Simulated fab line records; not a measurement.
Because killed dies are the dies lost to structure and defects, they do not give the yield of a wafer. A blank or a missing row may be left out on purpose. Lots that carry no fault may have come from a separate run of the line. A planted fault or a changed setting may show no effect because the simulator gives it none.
fab line records | flow n5-finfet
[record] lots = 7 wafers = 21
route steps=1938 shown PASSIVATION@1901
start-h: hours from the record's first day to the start of the lot's first wafer shown | wait-h: hours from the lot's prior step to this one | " identical to the entry in the row above | L1.1+2: a single row standing in for several wafers | - no value, or no start given | * or withheld: withheld | < > ~ a bound
route shown NAME@n: NAME is a module with steps in the file, n the number in the route of the first one | usual: the fault-free wafers' mean and standard deviation | same: alike in all rows | chamber/n: place in a boat | sites: each site's reading | _std_site: the standard deviation of these | _edge_site: mean of outer sites minus mean of inner sites | radius-mm: how far each site lies from the wafer's centre | mask NAME#n: copy n | behind: the tool/chamber that last shaped the wafer | hold: what put the lot on hold/how long, in hours/how the hold closed | device: the transistor (n, p or np) that didn't switch | end of line: the tests these same wafers got at the end of their route | step lacking rows: just its recipe | killed: not the wafer's yield, but the dies lost to structure and defects at the first sort | map: per-die view of a wafer (x killed, . not killed, _ where there is no die)
set.NAME: the setting that was run; set.NAME@STEP: the one run at that earlier step | model.NAME: the simulator's own value behind a step, which no gauge read
one table per step and one row per wafer, for lots whose settings were changed on purpose
[[steps]]
[step N5_PASSIVATION_EXPOSE_27]
[recipe] mask-id = PAD na = 0.55 source-shape = conventional sigma-outer = 0.8 polarization = unpolarized defocus-nm = 0 dose-mj = 32.3
// columns lot.wafer tool chamber start-h wait-h mask set.dose-mj
L074.2+4 krf-scanner-01 0 266.43 - PAD#0 32.3
L074.3 " 0 " " PAD#0 33.32
L076.1 krf-scanner-02 0 274.93 - PAD#0 32.3
L076.2+4 " 0 " " PAD#0 34.5
L081.1+2+4 krf-scanner-01 0 319.58 - PAD#0 32.3
L083.3+4+6 krf-scanner-02 0 350.89 - PAD#0 32.3
L086.2+4+5 krf-scanner-02 0 354.39 - PAD#0 32.3
L088.1+3 krf-scanner-02 0 366.67 - PAD#0 32.3
L088.4 " 0 " " PAD#0 30.4
L090.2+5 krf-scanner-02 0 393.87 - PAD#0 32.3
L090.3 " 0 " " PAD#0 33.1
[step N5_PASSIVATION_PEB_28]
[recipe] peb-temp-c = withheld peb-time-s = *
[step N5_PASSIVATION_DEVELOP_29]
[recipe] develop-time-s = 60 rinse-liquid = diw dry = air-spin dev-temp-c = 21
[step N5_PASSIVATION_HARDBAKE_31]
[recipe] temp-c = 130 time-s = 120
[step N5_PASSIVATION_CD_MEAS_30]
[recipe] target-cd-nm = 4000 landing-energy-ev = 500 detector = se-inlens polarity = opening
[usual] cd-nm = 4000.1/1.4
// columns lot.wafer tool chamber start-h wait-h set.dose-mj@PASSIVATION_EXPOSE_27 cd-nm
L074.2 cd-sem-01 0 266.60 - 32.3 3999.7
L074.3 " 0 " " 33.32 4003.6
L074.4 " 0 " " 32.3 3998.3
L076.1 cd-sem-01 0 275.11 - 32.3 4004.6
L076.2 " 0 " " 34.5 4014.4
L076.4 " 0 " " 34.5 4013.6
L081.1 cd-sem-03 0 319.76 - 32.3 3999.4
L081.2 " 0 " " 32.3 4000.2
L081.4 " 0 " " 32.3 3999.3
L083.3 cd-sem-01 0 351.05 - 32.3 3997.2
L083.4 " 0 " " 32.3 3998.2
L083.6 " 0 " " 32.3 4000.5
L086.2 cd-sem-01 0 354.56 - 32.3 4000.3
L086.4 " 0 " " 32.3 4001.4
L086.5 " 0 " " 32.3 4002.4
L088.1 cd-sem-03 0 366.85 - 32.3 4002.5
L088.3 " 0 " " 32.3 4000.7
L088.4 " 0 " " 30.4 3989.4
L090.2 cd-sem-01 0 394.04 - 32.3 3999.2
L090.3 " 0 " " 33.1 4004.9
L090.5 " 0 " " 32.3 4001.1
[step N5_PASSIVATION_SRD_72]
[recipe] dry = ipa-marangoni time-s = 30 temp-c = 23 rinse-liquid = diw
[step N5_PASSIVATION_ANNEAL_56]
[recipe] temp-c = 400 time-s = 1800 ambient = FGA idle-temp-c = 300 ramp-up-c-per-min = 5 ramp-down-c-per-min = 3
[step N5_PASSIVATION_PROBE_49]
[usual] defect-limited-yield = 91.5/1.4 killed_at_M0_to_M3 = 32/9.8 killed_at_M4_up = 13/5.3 killed-at-contacts = 13/6.4 killed-at-front-end = 39/10 killed-at-other = 3.1/2.5 killed-dies = 100/17 killed-open = 65/13 killed-short = 33/7.7 sort_bin_4_leakage = 0/0 sort_bin_5_function = 5.0/0.93 sort_bin_6_memory = 3.2/0.69 sort_bin_8_speed = 0.00/0.007 sort-n-pass = 1080/17 sort-yield-pct = 91.5/1.4
[same] gross-dies = 1180 killed-at-back-side = 0
// columns lot.wafer tool chamber start-h wait-h set.target-thk-a@PASSIVATION_SPUTTER_20 defect-limited-yield[%] killed_at_M0_to_M3 killed_at_M4_up killed-at-contacts killed-at-front-end killed-at-other killed-dies killed-open killed-short sort_bin_4_leakage[%] sort_bin_5_function[%] sort_bin_6_memory[%] sort_bin_8_speed[%] sort-n-pass sort-yield-pct[%]
L074.2 prober-02 - 271.78 0.1 500 89.7 31 13 13 62 2 121 84 35 0 5.3 4.7 0.17 1057 89.6
L074.3 prober-02 - 271.83 0.1 500 88.3 52 3 26 52 5 138 97 41 0 7.7 3.7 0 1042 88.3
L074.4 prober-02 - 271.88 0.2 531.8 74.1 57 182 23 41 3 306 83 33 0 20.3 5.3 0 874 74.1
L076.1 prober-01 - 280.12 0.0 482.1 20.3 858 14 17 49 3 941 74 27 0 53.1 18.6 0 239 20.3
L076.2 prober-01 - 280.17 0.1 482.1 92.1 53 6 9 23 2 93 53 37 0 4.7 3.1 0 1087 92.1
L076.4 prober-01 - 280.27 0.2 500 23.0 819 12 43 34 1 909 67 32 0 53.1 18.1 0 271 23.0
L081.1 prober-01 - 325.91 0.0 500 92.0 34 9 10 31 10 94 61 32 0 5.5 2.3 0 1086 92.0
L081.2 prober-01 - 325.96 0.1 500 92.6 38 11 4 34 0 87 60 27 0 4.5 2.7 0 1093 92.6
L081.4 prober-01 - 326.06 0.2 500 92.4 34 15 3 36 2 90 71 18 0 4.1 3.4 0 1090 92.4
L083.3 prober-01 - 356.52 0.1 500 24.7 805 24 17 39 3 888 79 38 0 51.9 18.6 0.08 292 24.7
L083.4 prober-01 - 356.57 0.2 500 91.2 41 17 13 29 4 104 69 34 0 5.4 3.1 0 1076 91.2
L083.6 prober-01 - 356.67 0.3 500 26.6 805 18 10 32 1 866 55 41 0 48.6 19.7 0 314 26.6
L086.2 prober-02 - 359.97 0.1 500 63.9 363 2 19 39 3 426 62 29 0 21.0 13.5 0 754 63.9
L086.4 prober-02 - 360.07 0.2 500 61.4 362 16 16 58 4 456 65 47 0 22.9 13.2 0 724 61.4
L086.5 prober-02 - 360.12 0.2 500 63.9 370 5 16 33 2 426 55 24 0 22.9 11.3 0 754 63.9
L088.1 prober-01 - 371.78 0.0 453.7 93.7 21 6 11 36 0 74 45 26 0 3.7 2.2 0 1106 93.7
L088.3 prober-01 - 371.88 0.1 500 92.2 29 15 4 41 3 92 57 34 0 4.4 3.2 0 1088 92.2
L088.4 prober-01 - 371.93 0.2 453.7 92.5 23 8 18 35 4 88 56 23 0 5.2 1.9 0 1092 92.5
L090.2 prober-01 - 399.00 0.1 500 93.3 13 17 10 36 3 79 55 21 0 3.6 2.6 0.08 1101 93.3
L090.3 prober-01 - 399.05 0.1 472.9 89.4 58 19 11 35 2 125 50 36 0 6.4 4.2 0 1055 89.4
L090.5 prober-01 - 399.15 0.2 500 92.8 29 21 8 19 8 85 48 31 0.34 4.2 2.4 0.08 1095 92.8
// killed by level:class
L074.2 STI_FIN_REVEAL:geometric-particle:open=30 MOL_CONTACT_COAG:geometric-particle:open=12 BEOL_M0_SAQP:geometric-particle:short=11 FIN_SAQP:geometric-particle:open=10 BEOL_M0_SAQP:geometric-particle:open=8 FIN_SAQP:geometric-particle:short=7 BEOL_M1:geometric-particle:open=6 BEOL_M4:geometric-particle:open=6
L074.3 STI_FIN_REVEAL:geometric-particle:open=22 BEOL_M0_SAQP:geometric-particle:short=19 MOL_CONTACT_COAG:geometric-particle:open=18 BEOL_M0_SAQP:geometric-particle:open=16 FIN_SAQP:geometric-particle:open=11 MOL_CONTACT_COAG:geometric-particle:short=8 DUMMY_GATE:geometric-particle:open=6 FIN_SAQP:geometric-particle:short=5
L074.4 BEOL_M9:area-etch=177 BEOL_M0_SAQP:geometric-particle:open=18 MOL_CONTACT_COAG:geometric-particle:open=15 STI_FIN_REVEAL:geometric-particle:open=14 BEOL_M3:area-expose=11 BEOL_M0_SAQP:geometric-particle:short=9 FIN_SAQP:geometric-particle:open=7 FIN_SAQP:geometric-particle:short=7
L076.1 BEOL_M3:area-expose=828 STI_FIN_REVEAL:geometric-particle:open=18 MOL_CONTACT_COAG:geometric-particle:open=13 WELL_APT:area-peb=12 BEOL_M0:geometric-particle:open=9 GATE_CUT:geometric-particle:short=5 BEOL_M0_SAQP:geometric-particle:open=5 BEOL_M2:geometric-particle:open=5
L076.2 BEOL_M0_SAQP:geometric-particle:short=23 BEOL_M0_SAQP:geometric-particle:open=9 STI_FIN_REVEAL:geometric-particle:open=7 MOL_CONTACT_COAG:geometric-particle:open=7 BEOL_M0:geometric-particle:open=7 BEOL_M1:geometric-particle:open=4 FIN_SAQP:geometric-particle:open=3 BEOL_M0:geometric-particle:short=3
L076.4 BEOL_M3:area-expose=784 MOL_CONTACT_COAG:area-ald=25 MOL_CONTACT_COAG:geometric-particle:open=12 BEOL_M1:geometric-particle:open=10 FIN_SAQP:geometric-particle:open=6 STI_FIN_REVEAL:geometric-particle:open=6 MOL_CONTACT_COAG:geometric-particle:short=6 GATE_CUT:geometric-particle:short=5
L081.1 STI_FIN_REVEAL:geometric-particle:open=8 MOL_CONTACT_COAG:geometric-particle:open=8 BEOL_M0_SAQP:geometric-particle:short=6 BEOL_M0_SAQP:geometric-particle:open=6 BEOL_M0:geometric-particle:open=5 BEOL_M2:geometric-particle:open=4 PAD_METAL:geometric-particle:short=4 FIN_SAQP:geometric-particle:short=3
L081.2 STI_FIN_REVEAL:geometric-particle:open=9 BEOL_M3:geometric-particle:open=7 BEOL_M0_SAQP:geometric-particle:open=6 DUMMY_GATE:geometric-particle:open=5 GATE_CUT:geometric-particle:open=5 BEOL_M0:geometric-particle:open=5 BEOL_M0_SAQP:geometric-particle:short=4 BEOL_M1:geometric-particle:short=4
L081.4 STI_FIN_REVEAL:geometric-particle:open=14 BEOL_M2:geometric-particle:open=9 BEOL_M3:geometric-particle:open=8 BEOL_M4:geometric-particle:open=8 BEOL_M0_SAQP:geometric-particle:open=6 ILD0:geometric-particle:open=4 MOL_CONTACT_COAG:geometric-particle:open=3 BEOL_M0:geometric-particle:open=3
L083.3 BEOL_M3:area-expose=770 BEOL_M0_SAQP:geometric-particle:open=15 MOL_CONTACT_COAG:geometric-particle:open=13 STI_FIN_REVEAL:geometric-particle:open=10 BEOL_M4:geometric-particle:open=9 BEOL_M0_SAQP:geometric-particle:short=8 FIN_SAQP:geometric-particle:short=5 GATE_CUT:geometric-particle:short=5
L083.4 BEOL_M0_SAQP:geometric-particle:open=16 MOL_CONTACT_COAG:geometric-particle:open=8 BEOL_M0_SAQP:geometric-particle:short=8 BEOL_M2:geometric-particle:open=8 FIN_SAQP:geometric-particle:open=5 MOL_CONTACT_COAG:geometric-particle:short=5 BEOL_M4:geometric-particle:open=5 BEOL_M6:geometric-particle:open=5
L083.6 BEOL_M3:area-expose=769 BEOL_M4:geometric-particle:open=11 BEOL_M0_SAQP:geometric-particle:short=10 BEOL_M2:geometric-particle:open=10 MOL_CONTACT_COAG:geometric-particle:open=8 FIN_CUT:geometric-particle:short=6 GATE_CUT:geometric-particle:short=6 BEOL_M0_SAQP:geometric-particle:open=6
L086.2 BEOL_M3:area-expose=332 MOL_CONTACT_COAG:geometric-particle:open=13 BEOL_M1:geometric-particle:open=11 FIN_SAQP:geometric-particle:open=8 BEOL_M3:geometric-particle:open=7 FIN_SAQP:geometric-particle:short=6 STI_FIN_REVEAL:geometric-particle:open=6 MOL_CONTACT_COAG:geometric-particle:short=6
L086.4 BEOL_M3:area-expose=342 FIN_SAQP:geometric-particle:short=12 MOL_CONTACT_COAG:geometric-particle:open=10 FIN_SAQP:geometric-particle:open=9 STI_FIN_REVEAL:geometric-particle:open=9 GATE_CUT:geometric-particle:short=7 MOL_CONTACT_COAG:geometric-particle:short=6 BEOL_M3:geometric-particle:short=5
L086.5 BEOL_M3:area-expose=347 MOL_CONTACT_COAG:geometric-particle:open=13 STI_FIN_REVEAL:geometric-particle:open=8 BEOL_M0_SAQP:geometric-particle:short=8 FIN_SAQP:geometric-particle:open=7 BEOL_M0_SAQP:geometric-particle:open=5 BEOL_M2:geometric-particle:open=4 DUMMY_GATE:geometric-particle:open=3
L088.1 FIN_SAQP:geometric-particle:short=8 BEOL_M0_SAQP:geometric-particle:open=7 FIN_SAQP:geometric-particle:open=6 GATE_CUT:geometric-particle:short=5 MOL_CONTACT_COAG:geometric-particle:open=5 BEOL_M0:geometric-particle:open=4 BEOL_M2:geometric-particle:open=4 STI_FIN_REVEAL:geometric-particle:open=3
L088.3 FIN_SAQP:geometric-particle:short=12 FIN_SAQP:geometric-particle:open=7 STI_FIN_REVEAL:geometric-particle:open=7 BEOL_M3:geometric-particle:open=7 BEOL_M0_SAQP:geometric-particle:open=6 BEOL_M0_SAQP:geometric-particle:short=6 STARTING-WAFER:geometric-particle:open=5 BEOL_M2:geometric-particle:open=4
L088.4 STI_FIN_REVEAL:geometric-particle:open=10 MOL_CONTACT_COAG:geometric-particle:open=10 BEOL_M2:geometric-particle:open=9 MOL_CONTACT_COAG:area-ald=7 FIN_SAQP:geometric-particle:short=6 BEOL_M0_SAQP:geometric-particle:open=5 BEOL_M3:geometric-particle:open=4 ILD0:geometric-particle:short=3
L090.2 STI_FIN_REVEAL:geometric-particle:open=16 BEOL_M4:geometric-particle:open=10 MOL_CONTACT_COAG:geometric-particle:open=7 STI_FIN_REVEAL:geometric-particle:short=6 BEOL_M2:geometric-particle:open=4 FIN_SAQP:geometric-particle:open=3 DUMMY_GATE:geometric-particle:open=3 MOL_CONTACT_COAG:geometric-particle:short=3
L090.3 BEOL_M3:area-expose=33 MOL_CONTACT_COAG:geometric-particle:open=10 BEOL_M0_SAQP:geometric-particle:short=6 BEOL_M4:geometric-particle:open=6 GATE_CUT:geometric-particle:open=5 GATE_CUT:geometric-particle:short=5 BEOL_M0_SAQP:geometric-particle:open=5 BEOL_M2:geometric-particle:open=4
L090.5 BEOL_M0_SAQP:geometric-particle:open=8 MOL_CONTACT_COAG:geometric-particle:open=7 BEOL_M0_SAQP:geometric-particle:short=6 BEOL_M4:geometric-particle:open=6 BEOL_M2:geometric-particle:open=5 GATE_CUT:geometric-particle:open=4 GATE_CUT:geometric-particle:short=4 PAD_METAL:geometric-particle:short=4
[[key]]
[split] step = N5_PASSIVATION_EXPOSE_27 setting = dose-mj stated = 32.3 by = wafer
[response] step = N5_PASSIVATION_CD_MEAS_30 reading = cd-nm change = +1.66 per = 1% r = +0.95
split outside-this-file step=N5_PASSIVATION_SPUTTER_20 setting=target-thk-a
// split outside-this-file: this setting was split too, and the file shows its column; the key of that split is in another file
